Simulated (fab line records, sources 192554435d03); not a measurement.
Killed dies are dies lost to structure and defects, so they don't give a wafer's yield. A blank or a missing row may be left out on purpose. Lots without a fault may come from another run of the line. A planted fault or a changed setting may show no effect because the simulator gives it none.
Chamber matching | flow n5_finfet | N5_BEOL_M15_DESCUM_15 on rie_diel-02: 4 sister chambers
The step chemistry O2, time 7.9 s. 4 wafers are shown with their chamber, then 7 later ones without.

WAFERS WITH THEIR CHAMBER
wafer  | chamber | showerhead_plenum_p_Torr (Torr)
L084.3 | 0       | 2.13
L087.2 | 3       | 2.05
L089.4 | 2       | 2.07
L089.5 | 1       | 2.23

WAFERS WITHOUT THEIR CHAMBER
wafer  | showerhead_plenum_p_Torr (Torr)
L089.6 | 2.07
L097.1 | 2.07
L097.3 | 2.05
L097.6 | 2.12
L096.2 | 2.05
L096.3 | 2.23
L096.4 | 2.12

WHICH CHAMBER EACH WENT THROUGH
wafer  | from the rows above | in truth
L089.6 | 2                   | 2
L097.1 | 2                   | 2
L097.3 | 3                   | 3
L097.6 | 0                   | 0
L096.2 | 3                   | 3
L096.3 | 1                   | 1
L096.4 | 0                   | 0
Placed correctly: 7 of 7. Can't be placed from these rows: 0. Placed wrongly: 0.
How it was worked out, from the rows above alone: a wafer's distance from a chamber is the root of the sum, over the readings, of the square of ((its reading less the chamber's mean) divided by the reading's scatter). The wafer belongs to the nearest chamber; if the next one is less than 2 further off, it can't be placed. A chamber's mean is the mean of its shown wafers. The scatter: with one shown wafer a chamber, the root of the mean of the squares of how far each hidden wafer lies from its nearest shown one.
